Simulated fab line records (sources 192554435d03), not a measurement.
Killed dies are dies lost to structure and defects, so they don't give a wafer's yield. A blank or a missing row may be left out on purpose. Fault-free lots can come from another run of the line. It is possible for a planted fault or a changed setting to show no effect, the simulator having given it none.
fab line records + flow n5Finfet + part 1 of 2: steps 1 to 4 of 6
record:
- lots: 23
- wafers: 69
- lastDay: 17
route steps=1938 shown BEOL_M4@1070 BEOL_M5@1128
lots with no fault: from the same line, run without faults
startH: start of the lot's first displayed wafer, in hours after the record's first day + waitH: hours since the lot's step before + " repeats the value in the row above + L1.1+2: one row covering several wafers at once + - value missing, or start not given + * or withheld: withheld + < > ~ a bound
route shown NAME@n: NAME is a module with steps in the file, n the number in the route of the first one + usual: average and standard deviation across the fault-free wafers + same: alike in all rows + chamber/n: place in a boat + sites: readings site by site + _std_site: the standard deviation of these + _edge_site: outer sites' mean less inner sites' + radiusMm: for every site, how far away it sits from the centre of the wafer + mask NAME#n: copy n + behind: the most recent tool/chamber to have shaped the wafer + hold: reason for holding the lot/hours on hold/outcome of the hold + device: names the non-switching transistor (n, p or np) + end of line: the route-end tests of the same wafers + where a step has no rows: the recipe by itself + killed: count of dies lost to structure and defects at first sort (not the wafer's yield) + map: the dies of a wafer, with x for killed, . for not killed, _ for no die there
set.NAME: the setting as run; set.NAME@STEP: as run at that earlier step + model.NAME: the simulator's own value behind a step, which no gauge read
the route's steps for a sample of lots (tables are steps, rows are wafers)
services: from which hour (startH, from the record's first day; less than 0 if before it) a tool's chamber was out of use, for how many hours, and why
== steps ==
step: N5_BEOL_M4_TRENCH_ETCH_37
recipe:
- chemistry: C4F6/O2
- targetDepthA: 555.55
- target: SiOC
- timeS: 29.2
- ionEnergyEv: 250
- pressureMtorr: 30
- sourceW: 355
- biasW: 185
- Ar_flow_sccm: 300
- C4F6_flow_sccm: 10
- O2_flow_sccm: 10
usual:
- drypumpMotorCurrentA: 5.7/0.48
- oes_ar_750_au: 0.77/0.078
- oesProductAu: 0.78/0.082
- rfVppV: 675/19
- showerheadPlenumPTorr: 2.90/0.11
- throttleValvePct: 20.93/0.19
| lot.wafer | tool       | chamber | startH | waitH | drypumpMotorCurrentA | oes_ar_750_au | oesProductAu | rfHoursCounterH | rfVppV | showerheadPlenumPTorr | throttleValvePct |
|-----------|------------|---------|--------|-------|----------------------|---------------|--------------|-----------------|--------|-----------------------|------------------|
| L074.1    | rieDiel-03 | 0       | -      | -     | 6.3                  | 0.72          | 0.72         | 171             | 667    | 2.94                  | 21.10            |
| L074.2    | "          | 1       | "      | "     | 5.2                  | 0.88          | 0.92         | 44              | 688    | 3.03                  | 20.61            |
| L074.4    | "          | 2       | "      | "     | 6.0                  | 0.79          | 0.79         | 136             | 668    | 2.74                  | 20.80            |
| L076.1    | rieDiel-03 | 1       | -      | -     | 5.2                  | 0.87          | 0.91         | 50              | 688    | 3.02                  | 20.62            |
| L076.2    | "          | 3       | "      | "     | 5.6                  | 0.68          | 0.69         | 199             | 699    | 2.94                  | 21.34            |
| L076.4    | "          | 2       | "      | "     | 6.0                  | 0.78          | 0.79         | 142             | 671    | 2.73                  | 20.80            |
| L075.3    | rieDiel-03 | 2       | -      | -     | 6.0                  | 0.78          | 0.79         | 143             | 670    | 2.73                  | 20.81            |
| L075.4    | "          | 3       | "      | "     | 5.6                  | 0.68          | 0.70         | 200             | 697    | 2.94                  | 21.33            |
| L075.6    | "          | 1       | "      | "     | 5.2                  | 0.87          | 0.91         | -               | 689    | 3.02                  | 20.64            |
| L077.1    | rieDiel-04 | 2       | -      | -     | 5.1                  | 0.83          | 0.84         | 64              | 682    | 3.02                  | 20.77            |
| L077.2    | "          | 0       | "      | "     | 5.5                  | 0.85          | 0.86         | 40              | 667    | 3.04                  | 20.97            |
| L077.5    | "          | 3       | "      | "     | 5.0                  | 0.71          | 0.71         | -               | 655    | 2.73                  | 21.01            |
| L078.2    | rieDiel-03 | 0       | -      | -     | 6.3                  | 0.71          | 0.71         | 182             | 669    | 2.94                  | 21.09            |
| L078.3    | "          | 3       | "      | "     | 5.7                  | 0.67          | 0.69         | 205             | 699    | 2.94                  | 21.36            |
| L078.5    | "          | 2       | "      | "     | 6.0                  | 0.78          | 0.78         | -               | 670    | 2.73                  | 20.81            |
| L079.1    | rieDiel-01 | 1       | -      | -     | 5.7                  | 0.72          | 0.71         | 202             | 655    | 2.72                  | 20.85            |
| L079.2    | "          | 2       | "      | "     | 5.1                  | 0.94          | 0.95         | 15              | 665    | 3.03                  | 20.91            |
| L079.6    | "          | 3       | "      | "     | 5.7                  | 0.72          | 0.73         | -               | 712    | 2.94                  | 20.89            |
| L080.1    | rieDiel-01 | 1       | -      | -     | 5.8                  | 0.72          | 0.71         | 205             | 657    | 2.72                  | 20.83            |
| L080.2    | "          | 0       | "      | "     | 6.5                  | 0.82          | 0.82         | 77              | 666    | 2.91                  | 20.77            |
| L080.4    | "          | 2       | "      | "     | 5.0                  | 0.94          | 0.94         | 18              | 665    | 3.03                  | 20.92            |
| L081.2    | rieDiel-01 | 0       | -      | -     | 6.6                  | 0.82          | 0.80         | 77              | 666    | 2.91                  | 20.77            |
| L081.3    | "          | 1       | "      | "     | 5.8                  | 0.72          | 0.71         | 205             | 657    | 2.72                  | 20.84            |
| L081.6    | "          | 0       | "      | "     | 6.5                  | 0.82          | 0.82         | -               | 668    | 2.91                  | 20.77            |
| L082.1    | rieDiel-01 | 0       | -      | -     | 6.5                  | 0.82          | 0.82         | 81              | 666    | 2.91                  | 20.79            |
| L082.2    | "          | 2       | "      | "     | 5.1                  | 0.92          | 0.94         | 22              | 665    | 3.03                  | 20.94            |
| L082.6    | "          | 0       | "      | "     | 6.5                  | 0.82          | 0.81         | -               | 667    | 2.91                  | 20.79            |
| L083.1    | rieDiel-03 | 2       | -      | -     | 6.0                  | 0.76          | 0.77         | 166             | 670    | 2.72                  | 20.84            |
| L083.2    | "          | 3       | "      | "     | 5.6                  | 0.66          | 0.68         | 218             | 698    | 2.93                  | 21.37            |
| L083.5    | "          | 0       | "      | "     | 6.3                  | 0.70          | 0.69         | -               | 669    | 2.93                  | 21.13            |
| L084.2    | rieDiel-01 | 2       | -      | -     | 5.1                  | 0.91          | 0.91         | 30              | 664    | 3.02                  | 20.95            |
| L084.4    | "          | 0       | "      | "     | 6.5                  | 0.81          | 0.81         | 89              | 666    | 2.90                  | 20.79            |
| L084.5    | "          | 1       | "      | "     | 5.8                  | 0.71          | 0.69         | -               | 657    | 2.71                  | 20.86            |
| L085.1    | rieDiel-01 | 0       | -      | -     | 6.5                  | 0.80          | 0.81         | 91              | 666    | 2.90                  | 20.80            |
| L085.3    | "          | 1       | "      | "     | 5.8                  | 0.71          | 0.69         | 218             | 657    | 2.71                  | 20.88            |
| L085.5    | "          | 0       | "      | "     | 6.5                  | 0.80          | 0.81         | -               | 665    | 2.90                  | 20.79            |
| L086.1    | rieDiel-01 | 1       | -      | -     | 5.8                  | 0.71          | 0.70         | 222             | 656    | 2.71                  | 20.88            |
| L086.4    | "          | 3       | "      | "     | 5.7                  | 0.71          | 0.72         | 212             | 711    | 2.93                  | 20.92            |
| L086.5    | "          | 2       | "      | "     | 5.1                  | 0.90          | 0.91         | -               | 664    | 3.02                  | 20.96            |
| L087.1    | rieDiel-03 | 2       | -      | -     | 6.0                  | 0.75          | 0.76         | 180             | 669    | 2.72                  | 20.85            |
| L087.4    | "          | 0       | "      | "     | 6.3                  | 0.69          | 0.70         | 212             | 669    | 2.92                  | 21.14            |
| L087.5    | "          | 2       | "      | "     | 6.0                  | 0.75          | 0.76         | -               | 667    | 2.72                  | 20.84            |
| L088.1    | rieDiel-03 | 0       | -      | -     | 6.3                  | 0.69          | 0.68         | 216             | 670    | 2.92                  | 21.16            |
| L088.3    | "          | 2       | "      | "     | 6.0                  | 0.75          | 0.76         | 185             | 669    | 2.72                  | 20.86            |
| L088.6    | "          | 0       | "      | "     | 6.3                  | 0.70          | 0.68         | -               | 668    | 2.92                  | 21.15            |
| L089.3    | rieDiel-01 | 3       | -      | -     | 5.7                  | 0.71          | 0.72         | 219             | 711    | 2.93                  | 20.92            |
| L089.4    | "          | 1       | "      | "     | 5.7                  | 0.71          | 0.69         | 231             | 655    | 2.71                  | 20.90            |
| L089.6    | "          | 3       | "      | "     | 5.7                  | 0.71          | 0.72         | -               | 711    | 2.93                  | 20.91            |
| L090.4    | rieDiel-03 | 2       | -      | -     | 6.1                  | 0.75          | 0.75         | 188             | 669    | 2.72                  | 20.87            |
| L090.5    | "          | 0       | "      | "     | 6.3                  | 0.69          | 0.68         | -               | 670    | 2.92                  | 21.15            |
| L090.6    | "          | 3       | "      | "     | 5.6                  | 0.65          | 0.66         | -               | 700    | 2.92                  | 21.41            |
| L091.2    | rieDiel-04 | 2       | -      | -     | 5.1                  | 0.83          | 0.85         | 67              | 685    | 3.02                  | 20.76            |
| L091.3    | "          | 1       | "      | "     | 5.9                  | 0.91          | 0.89         | 37              | 640    | 2.79                  | 20.81            |
| L091.5    | "          | 0       | "      | "     | 5.5                  | 0.84          | 0.86         | -               | 666    | 3.04                  | 20.98            |
| L093.1    | rieDiel-01 | 3       | -      | -     | 5.7                  | 0.70          | 0.71         | 230             | 711    | 2.92                  | 20.94            |
| L093.5    | "          | 0       | "      | "     | 6.5                  | 0.78          | 0.79         | -               | 665    | 2.89                  | 20.83            |
| L093.6    | "          | 3       | "      | "     | 5.7                  | 0.70          | 0.71         | -               | 712    | 2.92                  | 20.94            |
| L094.2    | rieDiel-01 | 0       | -      | -     | 6.5                  | 0.78          | 0.77         | 115             | 667    | 2.89                  | 20.81            |
| L094.4    | "          | 3       | "      | "     | 5.7                  | 0.70          | 0.70         | 232             | 709    | 2.92                  | 20.94            |
| L094.6    | "          | 0       | "      | "     | 6.5                  | 0.78          | 0.78         | -               | 666    | 2.89                  | 20.82            |
| L095.1    | rieDiel-04 | 0       | -      | -     | 5.5                  | 0.82          | 0.84         | 57              | 665    | 3.03                  | 21.01            |
| L095.3    | "          | 3       | "      | "     | 5.0                  | 0.70          | 0.69         | 219             | 656    | 2.72                  | 21.02            |
| L095.5    | "          | 0       | "      | "     | 5.6                  | 0.82          | 0.84         | -               | 664    | 3.03                  | 21.00            |
| L097.2    | rieDiel-04 | 0       | -      | -     | 5.6                  | 0.82          | 0.83         | 59              | 667    | 3.03                  | 21.01            |
| L097.3    | "          | 3       | "      | "     | 5.0                  | 0.70          | 0.70         | 220             | 656    | 2.72                  | 21.01            |
| L097.4    | "          | 1       | "      | "     | 5.8                  | 0.88          | 0.87         | 52              | 638    | 2.78                  | 20.82            |
| L096.2    | rieDiel-04 | 2       | -      | -     | 5.1                  | 0.81          | 0.82         | 82              | 683    | 3.01                  | 20.78            |
| L096.4    | "          | 0       | "      | "     | 5.6                  | 0.81          | 0.83         | 60              | 666    | 3.03                  | 20.99            |
| L096.6    | "          | 2       | "      | "     | 5.1                  | 0.81          | 0.82         | -               | 684    | 3.01                  | 20.80            |
step: N5_BEOL_M4_SPUTTER_96
recipe:
- material: Cu
- targetThkA: 45
- tempC: -20
- chamberPressurePa: 0.07
- powerW: withheld
- timeS: 8.29
usual:
- throttleValvePct: 29.7/0.9
| lot.wafer | tool          | chamber | startH | waitH | throttleValvePct |
|-----------|---------------|---------|--------|-------|------------------|
| L074.1    | pvdSputter-01 | -       | 155.36 | 0.1   | 30.2             |
| L074.2    | "             | -       | "      | "     | 30.2             |
| L074.4    | "             | -       | "      | "     | 30.5             |
| L076.1    | pvdSputter-02 | -       | 172.08 | 0.1   | 29.2             |
| L076.2    | "             | -       | "      | "     | 29.6             |
| L076.4    | "             | -       | "      | "     | 29.8             |
| L075.3    | pvdSputter-01 | -       | 174.65 | 0.1   | 28.4             |
| L075.4    | "             | -       | "      | "     | 30.0             |
| L075.6    | "             | -       | "      | "     | 28.5             |
| L077.1    | pvdSputter-03 | -       | 179.97 | 0.1   | 29.6             |
| L077.2    | "             | -       | "      | "     | 29.7             |
| L077.5    | "             | -       | "      | "     | 29.9             |
| L078.2    | pvdSputter-01 | -       | 189.25 | 0.1   | 28.7             |
| L078.3    | "             | -       | "      | "     | 30.1             |
| L078.5    | "             | -       | "      | "     | 29.9             |
| L079.1    | pvdSputter-03 | -       | 194.68 | 0.1   | 27.4             |
| L079.2    | "             | -       | "      | "     | 30.6             |
| L079.6    | "             | -       | "      | "     | 30.5             |
| L080.1    | pvdSputter-01 | -       | 199.94 | 0.1   | 28.5             |
| L080.2    | "             | -       | "      | "     | 30.2             |
| L080.4    | "             | -       | "      | "     | 30.2             |
| L081.2    | pvdSputter-02 | -       | 201.47 | 0.1   | 30.0             |
| L081.3    | "             | -       | "      | "     | 29.0             |
| L081.6    | "             | -       | "      | "     | 29.2             |
| L082.1    | pvdSputter-01 | -       | 207.70 | 0.1   | 30.1             |
| L082.2    | "             | -       | "      | "     | 30.7             |
| L082.6    | "             | -       | "      | "     | 30.3             |
| L083.1    | pvdSputter-03 | -       | 214.97 | 0.1   | 30.7             |
| L083.2    | "             | -       | "      | "     | 29.7             |
| L083.5    | "             | -       | "      | "     | 30.5             |
| L084.2    | pvdSputter-01 | -       | 223.06 | 0.1   | 30.8             |
| L084.4    | "             | -       | "      | "     | 28.6             |
| L084.5    | "             | -       | "      | "     | 28.9             |
| L085.1    | pvdSputter-02 | -       | 226.63 | 0.1   | 31.3             |
| L085.3    | "             | -       | "      | "     | 29.8             |
| L085.5    | "             | -       | "      | "     | 29.3             |
| L086.1    | pvdSputter-01 | -       | 233.82 | 0.1   | 30.3             |
| L086.4    | "             | -       | "      | "     | 30.4             |
| L086.5    | "             | -       | "      | "     | 30.1             |
| L087.1    | pvdSputter-02 | -       | 243.26 | 0.1   | 29.1             |
| L087.4    | "             | -       | "      | "     | 28.9             |
| L087.5    | "             | -       | "      | "     | 31.0             |
| L088.1    | pvdSputter-01 | -       | 250.20 | 0.1   | 30.7             |
| L088.3    | "             | -       | "      | "     | 30.2             |
| L088.6    | "             | -       | "      | "     | 30.3             |
| L089.3    | pvdSputter-03 | -       | 250.36 | 0.1   | 29.5             |
| L089.4    | "             | -       | "      | "     | 29.6             |
| L089.6    | "             | -       | "      | "     | 27.7             |
| L090.4    | pvdSputter-02 | -       | 257.77 | 0.1   | 31.2             |
| L090.5    | "             | -       | "      | "     | 31.0             |
| L090.6    | "             | -       | "      | "     | 28.8             |
| L091.2    | pvdSputter-01 | -       | 258.79 | 0.1   | 30.5             |
| L091.3    | "             | -       | "      | "     | 28.6             |
| L091.5    | "             | -       | "      | "     | 30.2             |
| L093.1    | pvdSputter-03 | -       | 277.04 | 0.1   | 29.7             |
| L093.5    | "             | -       | "      | "     | 30.8             |
| L093.6    | "             | -       | "      | "     | 29.8             |
| L094.2    | pvdSputter-02 | -       | 284.34 | 0.1   | 29.0             |
| L094.4    | "             | -       | "      | "     | 29.0             |
| L094.6    | "             | -       | "      | "     | 29.8             |
| L095.1    | pvdSputter-03 | -       | 294.25 | 0.1   | 27.8             |
| L095.3    | "             | -       | "      | "     | 29.8             |
| L095.5    | "             | -       | "      | "     | 29.9             |
| L097.2    | pvdSputter-01 | -       | 299.61 | 0.1   | 30.7             |
| L097.3    | "             | -       | "      | "     | 30.1             |
| L097.4    | "             | -       | "      | "     | 28.5             |
| L096.2    | pvdSputter-01 | -       | 302.81 | 0.1   | 28.5             |
| L096.4    | "             | -       | "      | "     | 30.3             |
| L096.6    | "             | -       | "      | "     | 30.5             |
step: N5_BEOL_M4_CMP_52
recipe:
- stopOn: SiOC
- tOverpolishS: 6.8
- downForcePsi: 1
- platenRpm: 50
- clearingPlatenDownForcePsi: 1.5
- clearingPlatenRpm: 50
- postCmpClean: cuAlkaline
- targetThkNm: 40
- clearingPlatenPadVelocityMS: 0.99484
- padVelocityMS: 0.99484
usual:
- barrierFieldEndpointS: 24.2/0.72
- edgeZonePressureFrac: 1.000/0.0047
- motorCurrentA: 6.2/0.86
- overpolishRunS: 6.797/0.0091
- timeToEndpointS: 61/3.7
| lot.wafer | tool   | chamber | startH | waitH | barrierFieldEndpointS | edgeZonePressureFrac | motorCurrentA | overpolishRunS | timeToEndpointS |
|-----------|--------|---------|--------|-------|-----------------------|----------------------|---------------|----------------|-----------------|
| L074.4    | cmp-01 | 3       | 155.85 | 0.1   | 23.0                  | 0.992                | 5.2           | 6.790          | 50              |
| L074.2    | "      | 1       | "      | "     | 23.7                  | 0.996                | 5.3           | 6.790          | 60              |
| L074.1    | "      | 2       | "      | "     | 23.7                  | 0.998                | 6.6           | 6.787          | 61              |
| L076.4    | cmp-01 | 1       | 172.61 | 0.1   | 24.7                  | 0.995                | 5.6           | 6.786          | 65              |
| L076.2    | "      | 2       | "      | "     | 24.4                  | 1.004                | 6.6           | 6.784          | 63              |
| L076.1    | "      | 3       | "      | "     | 24.2                  | 0.992                | 5.3           | 6.801          | 59              |
| L075.4    | cmp-03 | 3       | 175.33 | 0.3   | 24.5                  | 0.992                | 5.6           | 6.801          | 59              |
| L075.3    | "      | 0       | "      | "     | 25.1                  | 1.006                | 5.1           | 6.802          | 65              |
| L075.6    | "      | 3       | "      | "     | 23.7                  | 0.996                | 5.3           | 6.809          | 55              |
| L077.2    | cmp-02 | 0       | 180.60 | 0.3   | 23.8                  | 0.997                | 6.0           | 6.799          | 61              |
| L077.1    | "      | 2       | "      | "     | 24.0                  | 0.999                | 5.4           | 6.814          | 63              |
| L077.5    | "      | 1       | "      | "     | 25.5                  | 1.003                | 7.2           | 6.800          | 67              |
| L078.2    | cmp-01 | 3       | 189.74 | 0.2   | 23.8                  | 0.992                | 5.6           | 6.789          | 57              |
| L078.3    | "      | 0       | "      | "     | 25.2                  | 0.987                | 6.9           | 6.793          | 66              |
| L078.5    | "      | 3       | "      | "     | 24.1                  | 1.000                | 5.6           | 6.794          | 59              |
| L079.1    | cmp-01 | 0       | 195.39 | 0.3   | 23.8                  | 1.000                | 6.5           | 6.800          | 60              |
| L079.2    | "      | 1       | "      | "     | 23.3                  | 1.003                | 5.1           | 6.781          | 61              |
| L079.6    | "      | 3       | "      | "     | 23.0                  | 1.000                | 5.4           | 6.792          | 55              |
| L080.2    | cmp-03 | 2       | 200.43 | 0.2   | 25.0                  | 0.996                | 6.4           | 6.787          | 62              |
| L080.4    | "      | 0       | "      | "     | 26.1                  | 0.996                | 5.3           | 6.799          | 70              |
| L080.1    | "      | 1       | "      | "     | 23.8                  | 1.004                | 8.4           | 6.778          | 62              |
| L081.3    | cmp-03 | 3       | 202.17 | 0.4   | 23.6                  | 0.997                | 5.6           | 6.804          | 57              |
| L081.2    | "      | 0       | "      | "     | 24.2                  | 0.993                | 5.5           | 6.799          | 65              |
| L081.6    | "      | 3       | "      | "     | 23.3                  | 0.997                | 5.4           | 6.806          | 55              |
| L082.1    | cmp-01 | 0       | 208.60 | 0.3   | 24.2                  | 0.997                | 7.0           | 6.824          | 65              |
| L082.2    | "      | 1       | "      | "     | 24.2                  | 1.002                | 5.6           | 6.799          | 64              |
| L082.6    | "      | 2       | "      | "     | 24.1                  | 0.998                | 6.6           | 6.812          | 63              |
| L083.1    | cmp-02 | 2       | 215.50 | 0.3   | 23.3                  | 0.995                | 5.5           | 6.783          | 61              |
| L083.2    | "      | 3       | "      | "     | 23.5                  | 1.002                | 6.8           | 6.793          | 59              |
| L083.5    | "      | 1       | "      | "     | 25.4                  | 1.001                | 7.0           | 6.816          | 65              |
| L084.2    | cmp-02 | 3       | 223.59 | 0.2   | 24.9                  | 0.995                | 6.7           | 6.797          | 61              |
| L084.4    | "      | 0       | "      | "     | 24.0                  | 1.003                | 6.5           | 6.800          | 57              |
| L084.5    | "      | 3       | "      | "     | 24.2                  | 0.992                | 6.6           | 6.820          | 60              |
| L085.1    | cmp-01 | 3       | 227.12 | 0.3   | 22.7                  | 0.997                | 5.4           | 6.792          | 56              |
| L085.3    | "      | 1       | "      | "     | 23.2                  | 0.999                | 5.5           | 6.789          | 58              |
| L085.5    | "      | 3       | "      | "     | 22.6                  | 0.989                | 5.6           | 6.785          | 52              |
| L086.1    | cmp-02 | 0       | 234.60 | 0.5   | 24.1                  | 1.004                | 6.2           | 6.811          | 62              |
| L086.4    | "      | 2       | "      | "     | 23.8                  | 0.996                | 5.4           | 6.799          | 63              |
| L086.5    | "      | 1       | "      | "     | 24.5                  | 1.003                | 7.3           | 6.804          | 64              |
| L087.4    | cmp-02 | 1       | 243.79 | 0.2   | 25.7                  | 1.002                | 7.5           | 6.812          | 71              |
| L087.1    | "      | 3       | "      | "     | 24.3                  | 0.998                | 7.1           | 6.789          | 63              |
| L087.5    | "      | 0       | "      | "     | 24.4                  | 0.999                | 6.3           | 6.806          | 61              |
| L088.3    | cmp-03 | 1       | 250.73 | 0.2   | 24.8                  | 0.997                | 8.5           | 6.799          | 60              |
| L088.1    | "      | 2       | "      | "     | 24.1                  | 1.001                | 6.2           | 6.787          | 60              |
| L088.6    | "      | 0       | "      | "     | 25.7                  | 1.000                | 5.2           | 6.810          | 66              |
| L089.4    | cmp-02 | 3       | 250.89 | 0.2   | 24.4                  | 0.993                | 6.3           | 6.781          | 65              |
| L089.3    | "      | 0       | "      | "     | 24.3                  | 0.999                | 6.1           | 6.789          | 62              |
| L089.6    | "      | 2       | "      | "     | 24.6                  | 1.003                | 5.3           | 6.794          | 63              |
| L090.4    | cmp-03 | 1       | 258.39 | 0.2   | 24.0                  | 1.004                | 8.4           | 6.790          | 62              |
| L090.6    | "      | 2       | "      | "     | 24.5                  | 1.004                | 6.3           | 6.787          | 62              |
| L090.5    | "      | 3       | "      | "     | 23.3                  | 1.012                | 5.7           | 6.806          | 58              |
| L091.2    | cmp-02 | 2       | 259.28 | 0.2   | 24.9                  | 0.996                | 5.3           | 6.790          | 61              |
| L091.3    | "      | 1       | "      | "     | 24.4                  | 1.001                | 7.3           | 6.819          | 65              |
| L091.5    | "      | 2       | "      | "     | 24.7                  | 0.992                | 5.5           | 6.791          | 62              |
| L093.1    | cmp-01 | 3       | 277.61 | 0.3   | 22.8                  | 0.997                | 5.3           | 6.790          | 58              |
| L093.6    | "      | 1       | "      | "     | 23.9                  | 0.999                | 5.3           | 6.803          | 60              |
| L093.5    | "      | 2       | "      | "     | 24.3                  | 1.006                | 6.4           | 6.777          | 59              |
| L094.2    | cmp-01 | 1       | 284.87 | 0.2   | 23.6                  | 1.005                | 5.2           | 6.808          | 59              |
| L094.4    | "      | 2       | "      | "     | 24.0                  | 0.995                | 6.6           | 6.791          | 58              |
| L094.6    | "      | 1       | "      | "     | 23.4                  | 1.002                | 5.3           | 6.796          | 57              |
| L095.1    | cmp-02 | 3       | 294.78 | 0.3   | 23.9                  | 0.994                | 6.8           | 6.789          | 64              |
| L095.3    | "      | 0       | "      | "     | 23.7                  | 0.995                | 6.1           | 6.805          | 58              |
| L095.5    | "      | 2       | "      | "     | 23.8                  | 1.004                | 5.5           | 6.797          | 62              |
| L097.4    | cmp-01 | 3       | 300.18 | 0.2   | 23.6                  | 1.003                | 5.4           | 6.805          | 55              |
| L097.3    | "      | 0       | "      | "     | 24.8                  | 1.011                | 7.2           | 6.809          | 68              |
| L097.2    | "      | 1       | "      | "     | 23.3                  | 0.996                | 5.3           | 6.786          | 62              |
| L096.4    | cmp-03 | 2       | 303.38 | 0.2   | 22.8                  | 0.992                | 6.0           | 6.784          | 57              |
| L096.2    | "      | 3       | "      | "     | 23.0                  | 0.999                | 5.2           | 6.799          | 53              |
| L096.6    | "      | 1       | "      | "     | 23.9                  | 1.005                | 8.6           | 6.811          | 57              |
step: N5_BEOL_M5_INSPECT_13
recipe:
- mode: adi
- inspectInstrument: brightfield
usual:
- rawDefectCount: 384/86
| lot.wafer | tool             | chamber | startH | waitH | rawDefectCount |
|-----------|------------------|---------|--------|-------|----------------|
| L074.1    | defectInspect-01 | -       | 160.47 | 0.1   | 301            |
| L074.2    | "                | -       | "      | "     | 327            |
| L074.4    | "                | -       | "      | "     | 368            |
| L076.1    | defectInspect-01 | -       | 177.25 | 0.1   | 390            |
| L076.2    | "                | -       | "      | "     | 376            |
| L076.4    | "                | -       | "      | "     | 425            |
| L075.3    | defectInspect-02 | -       | 178.77 | 0.0   | 362            |
| L075.4    | "                | -       | "      | "     | 414            |
| L075.6    | "                | -       | "      | "     | 528            |
| L077.1    | defectInspect-02 | -       | 185.00 | 0.1   | 428            |
| L077.2    | "                | -       | "      | "     | 330            |
| L077.5    | "                | -       | "      | "     | 274            |
| L078.2    | defectInspect-02 | -       | 192.58 | 0.0   | 490            |
| L078.3    | "                | -       | "      | "     | 613            |
| L078.5    | "                | -       | "      | "     | 454            |
| L079.1    | defectInspect-02 | -       | 198.68 | 0.1   | 269            |
| L079.2    | "                | -       | "      | "     | 339            |
| L079.6    | "                | -       | "      | "     | 321            |
| L080.1    | defectInspect-01 | -       | 204.04 | 0.1   | 439            |
| L080.2    | "                | -       | "      | "     | 497            |
| L080.4    | "                | -       | "      | "     | 534            |
| L081.2    | defectInspect-02 | -       | 205.49 | 0.0   | 410            |
| L081.3    | "                | -       | "      | "     | 421            |
| L081.6    | "                | -       | "      | "     | 472            |
| L082.1    | defectInspect-02 | -       | 211.27 | 0.1   | 355            |
| L082.2    | "                | -       | "      | "     | 368            |
| L082.6    | "                | -       | "      | "     | 250            |
| L083.1    | defectInspect-02 | -       | 219.43 | 0.1   | 366            |
| L083.2    | "                | -       | "      | "     | 350            |
| L083.5    | "                | -       | "      | "     | 280            |
| L084.2    | defectInspect-02 | -       | 227.75 | 0.0   | 404            |
| L084.4    | "                | -       | "      | "     | 360            |
| L084.5    | "                | -       | "      | "     | 366            |
| L085.1    | defectInspect-01 | -       | 231.17 | 0.1   | 276            |
| L085.3    | "                | -       | "      | "     | 228            |
| L085.5    | "                | -       | "      | "     | 271            |
| L086.1    | defectInspect-01 | -       | 238.52 | 0.1   | 338            |
| L086.4    | "                | -       | "      | "     | 319            |
| L086.5    | "                | -       | "      | "     | 418            |
| L087.1    | defectInspect-01 | -       | 248.02 | 0.1   | 289            |
| L087.4    | "                | -       | "      | "     | 368            |
| L087.5    | "                | -       | "      | "     | 353            |
| L088.1    | defectInspect-01 | -       | 254.97 | 0.1   | 352            |
| L088.3    | "                | -       | "      | "     | 344            |
| L088.6    | "                | -       | "      | "     | 347            |
| L089.3    | defectInspect-01 | -       | 255.20 | 0.0   | 394            |
| L089.4    | "                | -       | "      | "     | 448            |
| L089.6    | "                | -       | "      | "     | 338            |
| L090.4    | defectInspect-02 | -       | 261.79 | 0.0   | 438            |
| L090.5    | "                | -       | "      | "     | 434            |
| L090.6    | "                | -       | "      | "     | 463            |
| L091.2    | defectInspect-01 | -       | 263.12 | 0.0   | 475            |
| L091.3    | "                | -       | "      | "     | 421            |
| L091.5    | "                | -       | "      | "     | 496            |
| L093.1    | defectInspect-02 | -       | 280.84 | 0.1   | 434            |
| L093.5    | "                | -       | "      | "     | 541            |
| L093.6    | "                | -       | "      | "     | 496            |
| L094.2    | defectInspect-02 | -       | 288.89 | 0.0   | 388            |
| L094.4    | "                | -       | "      | "     | 369            |
| L094.6    | "                | -       | "      | "     | 597            |
| L095.1    | defectInspect-01 | -       | 297.68 | 0.1   | 282            |
| L095.3    | "                | -       | "      | "     | 321            |
| L095.5    | "                | -       | "      | "     | 267            |
| L097.2    | defectInspect-01 | -       | 304.73 | 0.0   | 255            |
| L097.3    | "                | -       | "      | "     | 339            |
| L097.4    | "                | -       | "      | "     | 207            |
| L096.2    | defectInspect-01 | -       | 306.04 | 0.0   | 241            |
| L096.4    | "                | -       | "      | "     | 275            |
| L096.6    | "                | -       | "      | "     | 274            |
